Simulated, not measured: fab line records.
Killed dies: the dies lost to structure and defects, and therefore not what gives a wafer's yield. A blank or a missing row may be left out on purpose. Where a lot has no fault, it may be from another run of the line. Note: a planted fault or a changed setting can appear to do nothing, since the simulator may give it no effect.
Chamber matching + flow n5 finfet + ald sin-01 running N5_MOL_CONTACT_COAG_ALD_133: 4 sister chambers
The step deposits SiO2, target thk 5 nm, pulse time 1 s, co reactant pulse time 1 s. 20 wafers are shown with their chamber, then 10 later ones without.

## WAFERS WITH THEIR CHAMBER
| wafer  | chamber | heater power w (W) | precursor pulse height rel |
|--------|---------|--------------------|----------------------------|
| L074.1 | 0       | 84                 | 1.021                      |
| L074.2 | 1       | 68                 | 1.018                      |
| L074.3 | 3       | 78                 | 0.983                      |
| L074.4 | 2       | 81                 | 1.000                      |
| L074.5 | 2       | 80                 | 0.997                      |
| L074.6 | 1       | 69                 | 1.024                      |
| L075.2 | 2       | 81                 | 1.009                      |
| L075.4 | 3       | 79                 | 0.996                      |
| L075.6 | 3       | 76                 | 1.007                      |
| L076.1 | 0       | 82                 | 0.995                      |
| L076.4 | 3       | 79                 | 1.003                      |
| L076.6 | 0       | 85                 | 0.999                      |
| L078.1 | 0       | 83                 | 1.008                      |
| L078.3 | 3       | 80                 | 1.030                      |
| L078.4 | 2       | 80                 | 0.999                      |
| L085.1 | 1       | 70                 | 1.003                      |
| L085.2 | 2       | 81                 | 1.002                      |
| L085.3 | 3       | 79                 | 0.989                      |
| L085.4 | 3       | 79                 | 0.962                      |
| L085.5 | 2       | 80                 | 0.989                      |

SIGNATURES (averages over the wafers above)
| reading                    | chamber 0 | chamber 1 | chamber 2 | chamber 3 | scatter within a chamber |
|----------------------------|-----------|-----------|-----------|-----------|--------------------------|
| heater power w             | 83.50     | 69.00     | 80.50     | 78.57     | 1.07                     |
| precursor pulse height rel | 1.00575   | 1.01500   | 0.99933   | 0.99571   | 0.0149                   |
Rule: for a wafer and a chamber, the distance is found by dividing, reading by reading, the gap between the wafer's reading and the chamber's mean by the reading's scatter, squaring, summing and taking the root. The wafer belongs to the nearest chamber; if the next one is less than 2 further off, it can't be placed. The scatter is the square root of a quotient: the sum, over the shown wafers, of each reading's squared deviation from its chamber's mean, divided by wafers minus chambers.

## WAFERS MISSING THEIR CHAMBER
| wafer  | heater power w (W) | precursor pulse height rel |
|--------|--------------------|----------------------------|
| L085.6 | 67                 | 1.007                      |
| L086.2 | 81                 | 1.031                      |
| L086.3 | 70                 | 0.996                      |
| L086.6 | 81                 | 0.997                      |
| L090.2 | 70                 | 1.020                      |
| L090.4 | 81                 | 1.002                      |
| L090.5 | 67                 | 0.995                      |
| L092.2 | 84                 | 1.003                      |
| L092.3 | 69                 | 0.990                      |
| L092.4 | 83                 | 0.999                      |

## THE CHAMBER EACH PASSED THROUGH
| wafer  | from the rows above          | in truth                   |
|--------|------------------------------|----------------------------|
| L085.6 | 1                            | 1                          |
| L086.2 | can't be placed: 2 or 0 or 3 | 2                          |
| L086.3 | 1                            | 1                          |
| L086.6 | can't be placed: 2 or 3 or 0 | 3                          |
| L090.2 | 1                            | 1                          |
| L090.4 | can't be placed: 2 or 3 or 0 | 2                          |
| L090.5 | 1                            | 1                          |
| L092.2 | 0                            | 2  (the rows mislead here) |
| L092.3 | 1                            | 1                          |
| L092.4 | can't be placed: 0 or 2      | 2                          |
Placed correctly: 5 of 10. Unplaceable from these rows: 4, with the true chamber sitting among the candidates in 4. 1 placed wrongly.
